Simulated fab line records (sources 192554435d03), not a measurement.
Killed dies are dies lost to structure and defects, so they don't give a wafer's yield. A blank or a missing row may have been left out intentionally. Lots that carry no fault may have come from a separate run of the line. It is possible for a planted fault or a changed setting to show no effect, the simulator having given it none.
Chamber matching    flow n5Finfet    rieDiel-04 running N5_BEOL_M4_DESCUM_16: 4 sister chambers
The step chemistry O2, time 7 s. 4 wafers are shown with their chamber, then 10 later ones without.

WAFERS, EACH WITH ITS CHAMBER
wafer   chamber  throttleValvePct (%)
L081.1  2        20.39
L082.6  0        20.78
L084.1  1        20.59
L084.2  3        20.47

WAFERS WITH NO CHAMBER GIVEN
wafer   throttleValvePct (%)
L084.3  20.80
L084.4  20.60
L084.5  20.81
L084.6  20.46
L094.2  20.06
L094.5  20.06
L094.6  20.61
L097.1  20.61
L097.4  20.07
L097.5  20.61

WHICH CHAMBER EACH WENT THROUGH
wafer   from the rows above                in truth
L084.3  can't be placed: 0 or 1 or 3       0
L084.4  can't be placed: 1 or 3 or 0 or 2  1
L084.5  can't be placed: 0 or 1 or 3       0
L084.6  can't be placed: 3 or 2 or 1 or 0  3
L094.2  can't be placed: 2 or 3 or 1       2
L094.5  can't be placed: 2 or 3 or 1       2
L094.6  can't be placed: 1 or 3 or 0 or 2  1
L097.1  can't be placed: 1 or 3 or 0 or 2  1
L097.4  can't be placed: 2 or 3 or 1       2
L097.5  can't be placed: 1 or 3 or 0 or 2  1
Correctly placed: 0 of 10. These rows do not allow placing 10 (true chamber among the candidates in 10). 0 placed wrongly.
How it was worked out, from the rows above alone: a wafer's distance from a chamber is the root of the sum, over the readings, of the square of ((its reading less the chamber's mean) divided by the reading's scatter). If the next closest chamber is less than 2 further off than the closest, the wafer can't be placed; otherwise it belongs to the closest. Each chamber's mean is taken over the wafers shown for it. The scatter: with one shown wafer a chamber, the root of the mean of the squares of how far each hidden wafer lies from its nearest shown one.
